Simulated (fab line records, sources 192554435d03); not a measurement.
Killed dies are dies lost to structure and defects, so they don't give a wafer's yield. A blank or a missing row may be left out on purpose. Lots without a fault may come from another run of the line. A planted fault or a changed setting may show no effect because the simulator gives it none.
fab line records | flow n5_finfet
record lots=12 wafers=34 last_day=17
route steps=1938 shown BEOL_M4@1095 BEOL_M5@1123 PASSIVATION@1936
lots that met no fault: from a run of the same line without faults
start_h: hours from the record's first day to the start of the lot's first wafer shown | wait_h: hours since the lot's step before | " the same as in the row above | L1.1+2: a row that stands for several wafers | - no value, or no start given | * or withheld: withheld | < > ~ a bound
route shown NAME@n: a module of which the file shows steps, and the number in the route of the first | usual: mean/standard deviation of fault-free wafers | same: alike in all rows | chamber/n: place in a boat | sites: the reading at each site | _std_site: their standard deviation | _edge_site: outer sites' mean less inner sites' | radius_mm: how far each site lies from the wafer's centre | mask NAME#n: copy n | behind: the tool/chamber that last shaped the wafer | hold: why the lot was held/for how many hours/how that ended | device: the transistor (n, p or np) that didn't switch | end of line: the same wafers' tests at the end of the route | a step without rows: its recipe alone | killed: dies lost to structure and defects at the first sort, not the wafer's yield | map: a wafer's dies, x killed, . not, _ none there
set.NAME: the setting as run; set.NAME@STEP: as run at that earlier step | model.NAME: the simulator's own value behind a step, which no gauge read
steps of the route over a sample of lots; a table a step, a row a wafer
services: from which hour (start_h, from the record's first day; less than 0 if before it) a tool's chamber was out of use, for how many hours, and why
## steps
# step N5_BEOL_M4_ANNEAL_91
# recipe temp_c=400 time_s=240 ambient=vacuum
# usual heater_power_w=855/130 susceptor_temp_C_max=400.9/0.38
# columns lot.wafer tool chamber start_h wait_h heater_power_w susceptor_temp_C_max
L654.2 pvd_sputter-02 - 175.55 0.0 811 400.6
L654.3 " - " " 1038 401.2
L654.5 " - " " 602 400.9
L655.1 pvd_sputter-03 - 175.88 0.0 879 401.5
L655.3 " - " " 841 400.6
L655.5 " - " " 874 401.0
L658.1 pvd_sputter-01 - 198.50 0.0 813 400.5
L658.6 " - " " 791 400.8
L661.2 pvd_sputter-01 - 201.66 0.0 795 400.8
L661.3 " - " " 820 402.1
L661.5 " - " " 792 401.2
L659.1 pvd_sputter-03 - 201.72 0.0 877 400.7
L659.3 " - " " 678 400.2
L659.6 " - " " 882 400.7
L664.2 pvd_sputter-03 - 228.86 0.0 830 401.1
L664.3 " - " " 1052 401.0
L664.5 " - " " 685 400.8
L663.2 pvd_sputter-01 - 229.15 0.0 813 401.1
L663.4 " - " " 861 400.3
L663.5 " - " " 797 401.1
L665.3 pvd_sputter-02 - 230.92 0.0 963 400.5
L665.4 " - " " 1060 400.6
L665.6 " - " " 1035 400.8
L669.4 pvd_sputter-02 - 251.58 0.0 962 400.8
L669.5 " - " " 1060 401.0
L669.6 " - " " 944 400.8
L675.1 pvd_sputter-02 - 289.51 0.0 955 400.7
L675.3 " - " " 798 400.3
L675.4 " - " " 599 400.8
L676.1 pvd_sputter-03 - 296.84 0.0 851 400.6
L676.3 " - " " 1066 400.7
L676.4 " - " " 668 400.1
L677.5 pvd_sputter-02 - 297.29 0.1 772 400.7
L677.6 " - " " 583 400.8
# step N5_BEOL_M4_SPUTTER_96
# recipe material=Cu target_thk_a=45 temp_c=-20 chamber_pressure_pa=0.07 power_w=withheld time_s=8.29
# usual throttle_valve_pct=30.6/1.3
# columns lot.wafer tool chamber start_h wait_h throttle_valve_pct
L654.2 pvd_sputter-02 - 176.13 0.1 32.5
L654.3 " - " " 30.7
L654.5 " - " " 31.8
L655.1 pvd_sputter-03 - 176.46 0.1 31.1
L655.3 " - " " 27.7
L655.5 " - " " 31.1
L658.1 pvd_sputter-01 - 199.08 0.1 30.5
L658.6 " - " " 30.6
L661.2 pvd_sputter-01 - 202.24 0.1 30.8
L661.3 " - " " 27.6
L661.5 " - " " 30.7
L659.1 pvd_sputter-03 - 202.30 0.1 31.2
L659.3 " - " " 31.2
L659.6 " - " " 31.2
L664.2 pvd_sputter-03 - 229.44 0.1 27.9
L664.3 " - " " 30.7
L664.5 " - " " 31.0
L663.2 pvd_sputter-01 - 229.73 0.1 27.9
L663.4 " - " " 30.8
L663.5 " - " " 30.7
L665.3 pvd_sputter-02 - 231.50 0.1 31.0
L665.4 " - " " 31.1
L665.6 " - " " 30.6
L669.4 pvd_sputter-02 - 252.16 0.1 31.3
L669.5 " - " " 30.7
L669.6 " - " " 30.7
L675.1 pvd_sputter-02 - 290.09 0.1 31.1
L675.3 " - " " 32.6
L675.4 " - " " 31.6
L676.1 pvd_sputter-03 - 297.42 0.1 28.0
L676.3 " - " " 30.7
L676.4 " - " " 30.6
L677.5 pvd_sputter-02 - 297.84 0.0 32.7
L677.6 " - " " 31.7
# step N5_BEOL_M5_EXPOSE_08
# recipe mask_id=M5 na=0.33 source_shape=annular sigma_inner=0.4 sigma_outer=0.8 polarization=unpolarized target_cd_nm=28 dose_mj=35.75
# usual exposure_dose_mJ_cm2=35.70/0.056 focus_offset_nm=0.0/0.53
# columns lot.wafer tool chamber start_h wait_h mask exposure_dose_mJ_cm2 focus_offset_nm
L654.2 euv_scanner-02 0 179.88 - M5#0 35.58 -0.2
L654.3 " 0 " " M5#0 35.65 0.4
L654.5 " 0 " " M5#0 35.55 -0.4
L655.1 euv_scanner-02 0 179.91 - M5#0 35.66 -1.2
L655.3 " 0 " " M5#0 35.59 -0.5
L655.5 " 0 " " M5#0 35.67 -0.2
L658.1 euv_scanner-02 0 203.24 - M5#0 35.66 0.1
L658.6 " 0 " " M5#0 35.67 0.2
L661.2 euv_scanner-01 0 206.45 - M5#0 35.71 -0.2
L661.3 " 0 " " M5#0 35.74 -0.5
L661.5 " 0 " " M5#0 35.72 -0.2
L659.1 euv_scanner-02 0 206.61 - M5#0 35.68 0.1
L659.3 " 0 " " M5#0 35.68 0.7
L659.6 " 0 " " M5#0 35.63 0.4
L664.2 euv_scanner-02 0 232.78 - M5#0 35.69 -0.9
L664.3 " 0 " " M5#0 35.66 -0.2
L664.5 " 0 " " M5#0 35.66 0.5
L663.2 euv_scanner-01 0 233.00 - M5#0 35.73 -0.3
L663.4 " 0 " " M5#0 35.74 0.2
L663.5 " 0 " " M5#0 35.71 -0.3
L665.3 euv_scanner-02 0 235.09 - M5#0 34.89 -0.1
L665.4 " 0 " " M5#0 34.85 -0.5
L665.6 " 0 " " M5#0 34.96 -0.5
L669.4 euv_scanner-02 0 256.55 - M5#0 35.05 -0.3
L669.5 " 0 " " M5#0 35.10 -0.9
L669.6 " 0 " " M5#0 35.04 -0.7
L675.1 euv_scanner-01 0 295.02 - M5#0 35.74 0.8
L675.3 " 0 " " M5#0 35.72 1.0
L675.4 " 0 " " M5#0 35.72 -0.1
L676.1 euv_scanner-01 0 301.96 - M5#0 35.73 0.2
L676.3 " 0 " " M5#0 35.67 0.7
L676.4 " 0 " " M5#0 35.75 -0.3
L677.5 euv_scanner-01 0 302.06 - M5#0 35.80 0.6
L677.6 " 0 " " M5#0 35.76 0.3
# step N5_BEOL_M5_INSPECT_13
# recipe mode=adi inspect_instrument=brightfield
# usual raw_defect_count=438/120
# columns lot.wafer tool chamber start_h wait_h raw_defect_count
L654.2 defect_inspect-01 - 180.09 0.0 342
L654.3 " - " " 454
L654.5 " - " " 430
L655.1 defect_inspect-02 - 180.13 0.1 348
L655.3 " - " " 440
L655.5 " - " " 377
L658.1 defect_inspect-02 - 203.46 0.1 251
L658.6 " - " " 287
L661.2 defect_inspect-01 - 206.66 0.0 435
L661.3 " - " " 593
L661.5 " - " " 375
L659.1 defect_inspect-02 - 206.82 0.1 441
L659.3 " - " " 383
L659.6 " - " " 510
L664.2 defect_inspect-01 - 232.99 0.0 472
L664.3 " - " " 484
L664.5 " - " " 559
L663.2 defect_inspect-01 - 233.21 0.0 477
L663.4 " - " " 678
L663.5 " - " " 514
L665.3 defect_inspect-01 - 235.29 0.0 263
L665.4 " - " " 558
L665.6 " - " " 467
L669.4 defect_inspect-01 - 256.75 0.0 407
L669.5 " - " " 495
L669.6 " - " " 369
L675.1 defect_inspect-02 - 295.24 0.1 301
L675.3 " - " " 365
L675.4 " - " " 305
L676.1 defect_inspect-02 - 302.18 0.1 336
L676.3 " - " " 344
L676.4 " - " " 225
L677.5 defect_inspect-02 - 302.25 0.0 307
L677.6 " - " " 354
# step N5_PASSIVATION_PROBE_49
# usual defect_limited_yield=91.4/1.5 killed_at_M0_to_M3=36/11 killed_at_M4_up=14/6 killed_at_contacts=11/6 killed_at_front_end=37/11 killed_at_other=4/3.4 killed_dies=102/18 killed_on_rim=13/3.5 killed_open=66/13 killed_short=34/7.8 sort_bin_4_leakage=0.00/0.017 sort_bin_5_function=5.0/0.97 sort_bin_6_memory=3.2/0.7 sort_bin_8_speed=0.0/0.38 sort_n_pass=1078/19 sort_yield_pct=91.3/1.6
# same gross_dies=1180 killed_at_back_side=0
# columns lot.wafer tool chamber start_h wait_h defect_limited_yield[%] killed_at_M0_to_M3 killed_at_M4_up killed_at_contacts killed_at_front_end killed_at_other killed_dies killed_on_rim killed_open killed_short sort_bin_4_leakage[%] sort_bin_5_function[%] sort_bin_6_memory[%] sort_bin_8_speed[%] sort_n_pass sort_yield_pct[%]
L658.1 prober-01 - 307.61 0.0 91.6 44 7 8 39 1 99 15 71 28 0 5.0 3.0 0 1081 91.6
L658.6 prober-01 - 307.86 0.3 90.3 32 7 12 55 8 114 14 72 39 0 5.0 4.3 0 1066 90.3
L665.3 prober-02 - 343.39 0.1 93.1 28 11 7 31 4 81 9 52 28 0 3.6 3.2 0 1099 93.1
L665.4 prober-02 - 343.44 0.2 93.6 25 6 9 34 1 75 7 47 28 0.08 3.4 2.7 0 1104 93.6
L665.6 prober-02 - 343.54 0.3 93.3 33 13 9 22 2 79 13 48 23 0 4.1 2.5 0 1101 93.3
L669.4 prober-02 - 353.09 0.2 90.8 56 15 7 19 11 108 15 75 33 0 6.1 2.7 0 1072 90.8
L669.6 prober-02 - 353.19 0.3 92.2 49 17 11 12 3 92 9 62 30 0 4.1 3.2 0 1088 92.2
# killed by level:class
L658.1 BEOL_M2:geometric_particle:open=12 FIN_SAQP:geometric_particle:open=11 MOL_CONTACT_COAG:geometric_particle:open=8 BEOL_M0_SAQP:geometric_particle:open=8 BEOL_M0_SAQP:geometric_particle:short=6 FIN_SAQP:geometric_particle:short=5 DUMMY_GATE:geometric_particle:open=4 BEOL_M0:geometric_particle:open=4
L658.6 FIN_SAQP:geometric_particle:open=17 FIN_SAQP:geometric_particle:short=11 BEOL_M0_SAQP:geometric_particle:open=9 DUMMY_GATE:geometric_particle:open=7 MOL_CONTACT_COAG:geometric_particle:open=7 BEOL_M0_SAQP:geometric_particle:short=6 STI_FIN_REVEAL:geometric_particle:open=5 BEOL_M2:geometric_particle:open=5
L665.3 FIN_SAQP:geometric_particle:open=14 BEOL_M2:geometric_particle:open=10 MOL_CONTACT_COAG:geometric_particle:open=6 BEOL_M1:geometric_particle:open=5 BEOL_M1:geometric_particle:short=5 FIN_SAQP:geometric_particle:short=4 SPACER0:geometric_particle:short=3 BEOL_M4:geometric_particle:open=3
L665.4 FIN_SAQP:geometric_particle:open=7 BEOL_M0_SAQP:geometric_particle:short=6 MOL_CONTACT_COAG:geometric_particle:open=5 BEOL_M2:geometric_particle:open=5 STI_FIN_REVEAL:geometric_particle:open=4 GATE_CUT:geometric_particle:short=4 GATE_CUT:geometric_particle:open=4 MOL_CONTACT_COAG:geometric_particle:short=4
L665.6 MOL_CONTACT_COAG:geometric_particle:open=6 BEOL_M0_SAQP:geometric_particle:short=6 BEOL_M1:geometric_particle:open=6 BEOL_M2:geometric_particle:open=6 BEOL_M0_SAQP:geometric_particle:open=5 STI_FIN_REVEAL:geometric_particle:open=4 DUMMY_GATE:geometric_particle:open=4 BEOL_M3:geometric_particle:open=4
L669.4 BEOL_M0_SAQP:geometric_particle:open=18 BEOL_M0_SAQP:geometric_particle:short=10 BEOL_M3:geometric_particle:short=8 MOL_CONTACT_COAG:geometric_particle:open=6 BEOL_M1:geometric_particle:open=6 BEOL_M2:geometric_particle:open=6 MIM_TOP:geometric_particle:open=6 STI_FIN_REVEAL:geometric_particle:open=5
L669.6 BEOL_M0_SAQP:geometric_particle:short=12 BEOL_M2:geometric_particle:open=10 MOL_CONTACT_COAG:geometric_particle:open=8 BEOL_M0_SAQP:geometric_particle:open=8 BEOL_M1:geometric_particle:open=8 BEOL_M5:geometric_particle:open=7 BEOL_M3:geometric_particle:open=4 BEOL_M4:geometric_particle:open=4
## services
# columns tool chamber start_h hours kind
pvd_sputter-01 - 151.78 1.0 repair
euv_scanner-02 - 176.76 1.0 pm
euv_scanner-01 - 188.86 1.0 pm
pvd_sputter-01 - 194.09 0.8 repair
euv_scanner-01 - 200.38 4.6 pm
euv_scanner-02 0 205.81 - calibration
euv_scanner-02 - 227.74 1.8 repair
euv_scanner-02 - 232.91 1.0 pm
euv_scanner-01 - 245.01 1.0 pm
euv_scanner-02 - 269.28 4.6 pm
euv_scanner-01 0 285.01 - calibration
euv_scanner-02 - 300.94 17.3 pm
## key
first_sign step=N5_BEOL_M5_EXPOSE_08 reading=exposure_dose_mJ_cm2 direction=down sigmas=13 usual=35.70 struck=34.98
effect none on later readings
met_at N5_BEOL_M5_EXPOSE_08
struck_lots L665,L669
loop_trim step=N5_BEOL_M5_EXPOSE_08 setting=dose lots=L669
not_acting_at N5_BEOL_M4_ANNEAL_91,N5_BEOL_M4_SPUTTER_96,N5_BEOL_M5_INSPECT_13
onset_between 232.78 235.09
fault kind=process_parameter_drift tool=euv_scanner-02 chamber=- onset_h=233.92 steps=N5_BEOL_M5_EXPOSE_08 channel=dose_mj offset=-0.73499 shape=step acts_in=these_recipes_only stated=35.75
# loop_trim: a control loop set the setting to another value than it would have without faults
